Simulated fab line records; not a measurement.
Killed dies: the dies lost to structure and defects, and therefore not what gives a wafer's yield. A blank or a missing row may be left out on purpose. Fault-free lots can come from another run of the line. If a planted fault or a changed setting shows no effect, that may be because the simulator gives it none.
One fault seen from 2 desks || flow n5-finfet || each desk holds nothing but its own numbers, with what lay behind them at the end

FOR THE TOOL OWNER'S DESK: litho-track-03
The tool's own readings at N5_BEOL_M4_COAT_05 (resist thk 30 nm): means of the sampled wafers that have a number, for each lot that ran on this tool. Any lot whose mean is over 4 standard deviations away from the usual mean is out of limits and marked OUT; that distance is given in the brackets.
Columns: A = spin-speed-rpm at N5_BEOL_M4_COAT_05, usual 1499.9 rpm
{"lot": "L508", "first seen here": "day 8 12:14", "A": 1500.0}
{"lot": "L513", "first seen here": "day 9 05:56", "A": "1443.9 (-58) OUT"}
{"lot": "L512", "first seen here": "day 9 08:34", "A": "1442.9 (-59) OUT"}
Finding of this desk: L512, L513 out of limits; the first was L513 at day 9 05:56, on spin-speed-rpm at N5_BEOL_M4_COAT_05. L508: within limits.

METROLOGY DESK
Means of the sampled wafers that have a number, per lot and without regard to the tool the lot ran on: this is what the gauges read. Any lot whose mean is over 4 standard deviations away from the usual mean is out of limits and marked OUT; that distance is given in the brackets. Only the readings that lie furthest out on some lot appear, 7 of the 10 it has.
Columns: A = DIBL_N at N5_BEOL_M4_RC_MEAS_101, usual 36.2 mV/V; B = IOFF_N at N5_BEOL_M4_RC_MEAS_101, usual 0.16 nA/um; C = IOFF_P at N5_BEOL_M4_RC_MEAS_101, usual 0.22 nA/um; D = ION_N at N5_BEOL_M4_RC_MEAS_101, usual 675 uA/um; E = ION_P at N5_BEOL_M4_RC_MEAS_101, usual 465 uA/um; F = VT_N at N5_BEOL_M4_RC_MEAS_101, usual 250 mV; G = VT_P at N5_BEOL_M4_RC_MEAS_101, usual -249 mV
{"lot": "L508", "first seen here": "day 8 23:37", "A": 34.3, "B": 0.13, "C": 0.23, "D": 659, "E": 467, "F": 253, "G": -246}
{"lot": "L513", "first seen here": "day 9 13:59", "A": 36.1, "B": 0.16, "C": 0.23, "D": 677, "E": 467, "F": 250, "G": -248}
{"lot": "L512", "first seen here": "day 9 17:02", "A": 36.7, "B": 0.15, "C": 0.21, "D": 678, "E": 465, "F": 251, "G": -250}
{"lot": "L519", "first seen here": "day 11 16:29", "A": 35.2, "B": 0.16, "C": 0.26, "D": 687, "E": 482, "F": 250, "G": -245}
This desk found nothing out of limits on any of the 4 lots.

ALL TOGETHER
At day 9 05:56, on L512, L513, the tool owner's desk was in a position to raise an alarm.
Metrology desk: nothing out of limits seen.
The metrology desk has L512, L513 on record, within its limits.
N5_BEOL_M4_COAT_05 was run on litho-track-03 by each of the lots named.

WHAT THE SIMULATOR HAD PUT IN
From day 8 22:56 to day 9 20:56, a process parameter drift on litho-track-03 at N5_BEOL_M4_COAT_05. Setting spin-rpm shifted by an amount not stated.
Struck lots among those shown: L512, L513.
How many hours passed from the start of the fault until each desk's first out-of-limits reading: the tool owner's desk, 7.
